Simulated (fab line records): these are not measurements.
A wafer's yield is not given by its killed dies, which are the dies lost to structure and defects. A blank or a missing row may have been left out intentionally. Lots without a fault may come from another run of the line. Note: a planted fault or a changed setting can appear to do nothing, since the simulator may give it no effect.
Matching of chambers | flow n5-finfet | rie-diel-06 running N5_BEOL_M4_ETCH_69: 4 sister chambers
The step etches SiARC in CF4, target depth 15.6 nm, time 26 s. 14 wafers are shown with their chamber, then 7 later ones without.

EACH WAFER AND ITS CHAMBER
wafer  | chamber | showerhead-plenum-p-Torr (Torr) | oes-product-au (a.u.) | throttle-valve-pct (%)
L075.2 | 3       | 2.07                            | 0.65                  | 15.74
L075.4 | 1       | 2.12                            | 0.85                  | 15.44
L075.6 | 3       | 2.07                            | 0.64                  | 15.78
L076.1 | 0       | 2.21                            | 0.60                  | 16.01
L076.4 | 3       | 2.07                            | 0.64                  | 15.78
L076.6 | 1       | 2.12                            | 0.84                  | 15.42
L078.2 | 3       | 2.07                            | 0.64                  | 15.76
L078.4 | 3       | 2.07                            | 0.64                  | 15.77
L078.6 | 2       | 2.21                            | 0.60                  | 15.78
L080.1 | 3       | 2.06                            | 0.64                  | 15.81
L080.3 | 1       | 2.12                            | 0.85                  | 15.43
L080.5 | 0       | 2.21                            | 0.60                  | 16.06
L083.2 | 3       | 2.06                            | 0.63                  | 15.81
L083.4 | 3       | 2.06                            | 0.63                  | 15.80

SIGNATURES (averages over the wafers above)
reading                  | chamber 0 | chamber 1 | chamber 2 | chamber 3 | scatter within a chamber
showerhead-plenum-p-Torr | 2.2100    | 2.1200    | 2.2100    | 2.0663    | 0.00433
oes-product-au           | 0.6000    | 0.8467    | 0.6000    | 0.6388    | 0.00595
throttle-valve-pct       | 16.0350   | 15.4300   | 15.7800   | 15.7812   | 0.024
Rule: a wafer's distance from a chamber is the root of the sum, over the readings, of the square of ((its reading less the chamber's mean) divided by the reading's scatter). The wafer belongs to the nearest chamber; if the next one is less than 2 further off, it can't be placed. The scatter: take each reading less its chamber's mean, square it, sum over the shown wafers, divide by the number of wafers less the number of chambers, and take the root.

WAFERS WITHOUT THEIR CHAMBER
wafer  | showerhead-plenum-p-Torr (Torr) | oes-product-au (a.u.) | throttle-valve-pct (%)
L083.6 | 2.12                            | 0.84                  | 15.44
L087.2 | 2.20                            | 0.59                  | 16.07
L087.3 | 2.20                            | 0.58                  | 15.81
L087.6 | 2.11                            | 0.81                  | 15.45
L093.2 | 2.20                            | 0.56                  | 15.84
L093.3 | 2.11                            | 0.78                  | 15.49
L093.4 | 2.20                            | 0.58                  | 16.10

WHICH CHAMBER EACH ONE RAN IN
wafer  | from the rows above | in truth
L083.6 | 1                   | 1
L087.2 | 0                   | 0
L087.3 | 2                   | 2
L087.6 | 1                   | 1
L093.2 | 2                   | 2
L093.3 | 1                   | 1
L093.4 | 0                   | 0
Placed correctly: 7 of 7. From these rows, 0 cannot be placed. Placed wrongly: 0.
